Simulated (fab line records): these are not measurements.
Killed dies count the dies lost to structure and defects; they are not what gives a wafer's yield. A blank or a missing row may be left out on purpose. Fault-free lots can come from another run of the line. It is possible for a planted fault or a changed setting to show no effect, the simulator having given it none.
Matching of chambers / flow nand_harc / NHARC_P_BONDPAD_STRIP_15 on rie_diel-11: 4 sister chambers
The step strips in O2. 18 wafers are shown with their chamber, then 9 later ones without.

WAFERS WITH THEIR CHAMBER
wafer=L955.1; chamber=2; drypump_motor_current_A (A)=5.3; oes_product_au (a.u.)=0.984; rf_vpp_V (V)=57.9
wafer=L955.5; chamber=0; drypump_motor_current_A (A)=5.9; oes_product_au (a.u.)=0.998; rf_vpp_V (V)=56.7
wafer=L955.6; chamber=1; drypump_motor_current_A (A)=6.4; oes_product_au (a.u.)=1.016; rf_vpp_V (V)=59.7
wafer=L958.1; chamber=1; drypump_motor_current_A (A)=6.4; oes_product_au (a.u.)=1.011; rf_vpp_V (V)=60.0
wafer=L958.2; chamber=2; drypump_motor_current_A (A)=5.3; oes_product_au (a.u.)=0.983; rf_vpp_V (V)=57.3
wafer=L958.6; chamber=2; drypump_motor_current_A (A)=5.3; oes_product_au (a.u.)=0.991; rf_vpp_V (V)=58.1
wafer=L959.3; chamber=1; drypump_motor_current_A (A)=6.4; oes_product_au (a.u.)=1.009; rf_vpp_V (V)=56.5
wafer=L959.4; chamber=3; drypump_motor_current_A (A)=5.0; oes_product_au (a.u.)=0.994; rf_vpp_V (V)=57.0
wafer=L959.6; chamber=3; drypump_motor_current_A (A)=5.0; oes_product_au (a.u.)=1.002; rf_vpp_V (V)=57.8
wafer=L962.3; chamber=3; drypump_motor_current_A (A)=5.1; oes_product_au (a.u.)=1.003; rf_vpp_V (V)=57.9
wafer=L962.4; chamber=0; drypump_motor_current_A (A)=5.9; oes_product_au (a.u.)=0.996; rf_vpp_V (V)=56.8
wafer=L962.6; chamber=0; drypump_motor_current_A (A)=5.9; oes_product_au (a.u.)=1.011; rf_vpp_V (V)=55.6
wafer=L961.2; chamber=2; drypump_motor_current_A (A)=5.3; oes_product_au (a.u.)=0.975; rf_vpp_V (V)=58.6
wafer=L961.3; chamber=0; drypump_motor_current_A (A)=5.8; oes_product_au (a.u.)=0.997; rf_vpp_V (V)=57.5
wafer=L961.4; chamber=3; drypump_motor_current_A (A)=5.0; oes_product_au (a.u.)=0.998; rf_vpp_V (V)=55.3
wafer=L964.1; chamber=3; drypump_motor_current_A (A)=5.0; oes_product_au (a.u.)=0.995; rf_vpp_V (V)=57.1
wafer=L964.2; chamber=1; drypump_motor_current_A (A)=6.4; oes_product_au (a.u.)=1.009; rf_vpp_V (V)=57.2
wafer=L964.5; chamber=1; drypump_motor_current_A (A)=6.4; oes_product_au (a.u.)=1.010; rf_vpp_V (V)=58.5

SIGNATURES, as means of the wafers listed above
reading=drypump_motor_current_A; chamber 0=5.875; chamber 1=6.400; chamber 2=5.300; chamber 3=5.020; scatter within a chamber=0.0333
reading=oes_product_au; chamber 0=1.00050; chamber 1=1.01100; chamber 2=0.98325; chamber 3=0.99840; scatter within a chamber=0.00519
reading=rf_vpp_V; chamber 0=56.650; chamber 1=58.380; chamber 2=57.975; chamber 3=57.020; scatter within a chamber=1.08
Rule: for each reading, subtract the chamber's mean from the wafer's reading, divide by that reading's scatter and square the result; add these up over the readings and take the root, which gives the wafer's distance from the chamber. If the next closest chamber is less than 2 further off than the closest, the wafer can't be placed; otherwise it belongs to the closest. The scatter: the root of (the sum of the squares of (reading less its chamber's mean) over the shown wafers, divided by (wafers less chambers)).

WAFERS WITHOUT THEIR CHAMBER
wafer=L972.4; drypump_motor_current_A (A)=5.1; oes_product_au (a.u.)=1.008; rf_vpp_V (V)=55.3
wafer=L972.5; drypump_motor_current_A (A)=6.4; oes_product_au (a.u.)=0.992; rf_vpp_V (V)=58.0
wafer=L972.6; drypump_motor_current_A (A)=5.3; oes_product_au (a.u.)=1.013; rf_vpp_V (V)=58.0
wafer=L975.1; drypump_motor_current_A (A)=6.4; oes_product_au (a.u.)=1.004; rf_vpp_V (V)=57.7
wafer=L975.3; drypump_motor_current_A (A)=5.8; oes_product_au (a.u.)=1.008; rf_vpp_V (V)=58.9
wafer=L975.6; drypump_motor_current_A (A)=5.3; oes_product_au (a.u.)=1.012; rf_vpp_V (V)=57.4
wafer=L977.1; drypump_motor_current_A (A)=5.0; oes_product_au (a.u.)=1.013; rf_vpp_V (V)=56.1
wafer=L977.2; drypump_motor_current_A (A)=6.4; oes_product_au (a.u.)=1.001; rf_vpp_V (V)=58.2
wafer=L977.3; drypump_motor_current_A (A)=5.3; oes_product_au (a.u.)=1.008; rf_vpp_V (V)=58.7

WHICH CHAMBER EACH WENT THROUGH
wafer=L972.4; from the rows above=3; in truth=3
wafer=L972.5; from the rows above=1; in truth=1
wafer=L972.6; from the rows above=2; in truth=2
wafer=L975.1; from the rows above=1; in truth=1
wafer=L975.3; from the rows above=0; in truth=0
wafer=L975.6; from the rows above=2; in truth=2
wafer=L977.1; from the rows above=3; in truth=3
wafer=L977.2; from the rows above=1; in truth=1
wafer=L977.3; from the rows above=2; in truth=2
Placed correctly: 9 of 9. From these rows, 0 cannot be placed. Number placed wrongly: 0.
